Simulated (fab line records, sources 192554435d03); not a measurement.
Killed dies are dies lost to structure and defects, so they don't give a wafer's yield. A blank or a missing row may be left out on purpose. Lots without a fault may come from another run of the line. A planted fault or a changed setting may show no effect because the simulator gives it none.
Chamber matching | flow n5_finfet | N5_FIN_SAQP_ETCH_57 on rie_diel-01: 4 sister chambers
The step etches SiNx in CH3F/O2, target depth 32.5 nm, time 46.4 s. 16 wafers are shown with their chamber, then 8 later ones without.

WAFERS WITH THEIR CHAMBER
wafer  | chamber | drypump_motor_current_A (A) | rf_vpp_V (V) | throttle_valve_pct (%)
L075.3 | 3       | 5.4                         | 310          | 16.49
L075.4 | 0       | 6.2                         | 281          | 16.27
L075.6 | 2       | 5.6                         | 292          | 15.99
L082.2 | 0       | 6.2                         | 280          | 16.30
L082.4 | 2       | 5.6                         | 291          | 16.00
L082.5 | 0       | 6.2                         | 281          | 16.30
L085.3 | 2       | 5.6                         | 291          | 16.01
L085.4 | 1       | 5.8                         | 305          | 16.12
L085.5 | 0       | 6.2                         | 279          | 16.30
L092.1 | 1       | 5.8                         | 304          | 16.15
L092.3 | 2       | 5.6                         | 291          | 16.02
L092.4 | 0       | 6.2                         | 281          | 16.33
L094.1 | 0       | 6.2                         | 282          | 16.32
L094.3 | 3       | 5.5                         | 311          | 16.53
L094.5 | 0       | 6.2                         | 281          | 16.35
L095.4 | 2       | 5.6                         | 290          | 16.06

SIGNATURES (means of the wafers above)
reading                 | chamber 0 | chamber 1 | chamber 2 | chamber 3 | scatter within a chamber
drypump_motor_current_A | 6.200     | 5.800     | 5.600     | 5.450     | 0.0204
rf_vpp_V                | 280.71    | 304.50    | 291.00    | 310.50    | 0.838
throttle_valve_pct      | 16.3100   | 16.1350   | 16.0160   | 16.5100   | 0.0261
Rule: a wafer's distance from a chamber is the root of the sum, over the readings, of the square of ((its reading less the chamber's mean) divided by the reading's scatter). The wafer belongs to the nearest chamber; if the next one is less than 2 further off, it can't be placed. The scatter: the root of (the sum of the squares of (reading less its chamber's mean) over the shown wafers, divided by (wafers less chambers)).

WAFERS WITHOUT THEIR CHAMBER
wafer  | drypump_motor_current_A (A) | rf_vpp_V (V) | throttle_valve_pct (%)
L095.5 | 6.2                         | 283          | 16.32
L095.6 | 5.4                         | 310          | 16.53
L096.3 | 6.2                         | 280          | 16.36
L096.5 | 6.3                         | 280          | 16.35
L096.6 | 5.7                         | 304          | 16.18
L097.2 | 5.5                         | 309          | 16.54
L097.3 | 5.8                         | 305          | 16.17
L097.5 | 5.8                         | 305          | 16.19

WHICH CHAMBER EACH WENT THROUGH
wafer  | from the rows above | in truth
L095.5 | 0                   | 0
L095.6 | 3                   | 3
L096.3 | 0                   | 0
L096.5 | 0                   | 0
L096.6 | 1                   | 1
L097.2 | 3                   | 3
L097.3 | 1                   | 1
L097.5 | 1                   | 1
Placed correctly: 8 of 8. Can't be placed from these rows: 0. Placed wrongly: 0.
